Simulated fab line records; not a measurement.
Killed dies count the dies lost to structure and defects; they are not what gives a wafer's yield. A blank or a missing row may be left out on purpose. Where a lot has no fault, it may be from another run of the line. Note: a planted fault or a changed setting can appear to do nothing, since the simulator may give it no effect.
Matching of chambers / flow nand-harc / 4 sister chambers for NHARC_A_CONTACT_ETCH_97 on rie-diel-08
The step etches the open film in C4F6/O2, target depth 20 nm, time 10 s. 8 wafers are shown with their chamber, then 9 later ones without.

WAFERS, EACH WITH ITS CHAMBER
wafer=L834.6; chamber=3; showerhead-plenum-p-Torr (Torr)=3.79; rf-vpp-V (V)=543.4
wafer=L835.4; chamber=3; showerhead-plenum-p-Torr (Torr)=3.79; rf-vpp-V (V)=544.1
wafer=L835.5; chamber=2; showerhead-plenum-p-Torr (Torr)=3.85; rf-vpp-V (V)=546.0
wafer=L837.1; chamber=2; showerhead-plenum-p-Torr (Torr)=3.84; rf-vpp-V (V)=544.7
wafer=L837.5; chamber=0; showerhead-plenum-p-Torr (Torr)=3.81; rf-vpp-V (V)=542.6
wafer=L841.1; chamber=1; showerhead-plenum-p-Torr (Torr)=3.81; rf-vpp-V (V)=544.8
wafer=L841.2; chamber=0; showerhead-plenum-p-Torr (Torr)=3.81; rf-vpp-V (V)=544.2
wafer=L841.5; chamber=1; showerhead-plenum-p-Torr (Torr)=3.81; rf-vpp-V (V)=545.6

WAFERS WHOSE CHAMBER IS MISSING
wafer=L844.3; showerhead-plenum-p-Torr (Torr)=3.84; rf-vpp-V (V)=545.5
wafer=L844.4; showerhead-plenum-p-Torr (Torr)=3.81; rf-vpp-V (V)=545.8
wafer=L844.6; showerhead-plenum-p-Torr (Torr)=3.81; rf-vpp-V (V)=544.4
wafer=L846.1; showerhead-plenum-p-Torr (Torr)=3.77; rf-vpp-V (V)=544.5
wafer=L846.2; showerhead-plenum-p-Torr (Torr)=3.80; rf-vpp-V (V)=544.5
wafer=L846.3; showerhead-plenum-p-Torr (Torr)=3.84; rf-vpp-V (V)=545.0
wafer=L845.1; showerhead-plenum-p-Torr (Torr)=3.80; rf-vpp-V (V)=544.9
wafer=L845.2; showerhead-plenum-p-Torr (Torr)=3.84; rf-vpp-V (V)=544.8
wafer=L845.6; showerhead-plenum-p-Torr (Torr)=3.80; rf-vpp-V (V)=542.3

WHICH CHAMBER EACH WENT THROUGH
wafer=L844.3; from the rows above=2; in truth=2
wafer=L844.4; from the rows above=1; in truth=1
wafer=L844.6; from the rows above=can't be placed: 1 or 0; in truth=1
wafer=L846.1; from the rows above=3; in truth=3
wafer=L846.2; from the rows above=can't be placed: 1 or 3 or 0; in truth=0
wafer=L846.3; from the rows above=2; in truth=2
wafer=L845.1; from the rows above=can't be placed: 1 or 3 or 0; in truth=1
wafer=L845.2; from the rows above=2; in truth=2
wafer=L845.6; from the rows above=can't be placed: 0 or 3 or 1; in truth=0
Correct placement for 5 of the 9. Not placeable from these rows: 4 (in 4, the candidates include the true chamber). Wrongly placed: 0.
How it was worked out, from the rows above alone: a wafer's distance from a chamber is the root of the sum, over the readings, of the square of ((its reading less the chamber's mean) divided by the reading's scatter). If the next closest chamber is less than 2 further off than the closest, the wafer can't be placed; otherwise it belongs to the closest. Each chamber's mean is taken over the wafers shown for it. The scatter: the root of (the sum of the squares of (reading less its chamber's mean) over the shown wafers, divided by (wafers less chambers)).
